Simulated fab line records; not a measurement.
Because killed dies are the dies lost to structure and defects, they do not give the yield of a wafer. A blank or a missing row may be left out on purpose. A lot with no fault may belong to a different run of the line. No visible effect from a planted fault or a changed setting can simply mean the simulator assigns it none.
Chamber matching -- flow n5-finfet -- 3 sister chambers for N5_BEOL_M13_DEP_53 on pecvd-04
The step deposits SiCN from 3MS/NH3, target thk 50 nm, time 17.8 s. 6 wafers are shown with their chamber, then 8 later ones without.

## WAFERS, EACH WITH ITS CHAMBER
wafer,chamber,showerhead-plenum-p-Torr (Torr),throttle-valve-pct (%)
L079.1,0,4.098,18.1
L079.4,1,4.128,18.7
L080.4,1,4.133,18.6
L088.1,0,4.100,18.4
L088.5,2,4.155,18.4
L092.1,2,4.151,18.6

## WAFERS WITH NO CHAMBER GIVEN
wafer,showerhead-plenum-p-Torr (Torr),throttle-valve-pct (%)
L092.2,4.099,18.0
L092.3,4.161,19.1
L097.2,4.122,16.1
L097.4,4.145,18.8
L097.6,4.126,16.2
L096.2,4.104,18.1
L096.3,4.123,16.0
L096.5,4.120,15.7

## CHAMBER TAKEN BY EACH
wafer,from the rows above,in truth
L092.2,0,0
L092.3,2,2
L097.2,can't be placed: 0 or 1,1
L097.4,can't be placed: 2 or 1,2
L097.6,can't be placed: 1 or 0 or 2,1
L096.2,0,0
L096.3,can't be placed: 0 or 1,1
L096.5,can't be placed: 0 or 1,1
Placed correctly: 3 of 8. Cannot be placed on the basis of these rows: 5; the candidates contain the true chamber in 5. Number placed wrongly: 0.
How it was worked out, from the rows above alone: a wafer's distance from a chamber is the root of the sum, over the readings, of the square of ((its reading less the chamber's mean) divided by the reading's scatter). If the next closest chamber is less than 2 further off than the closest, the wafer can't be placed; otherwise it belongs to the closest. For every chamber, the mean is computed from those of its wafers that are shown. The scatter: the root of (the sum of the squares of (reading less its chamber's mean) over the shown wafers, divided by (wafers less chambers)).
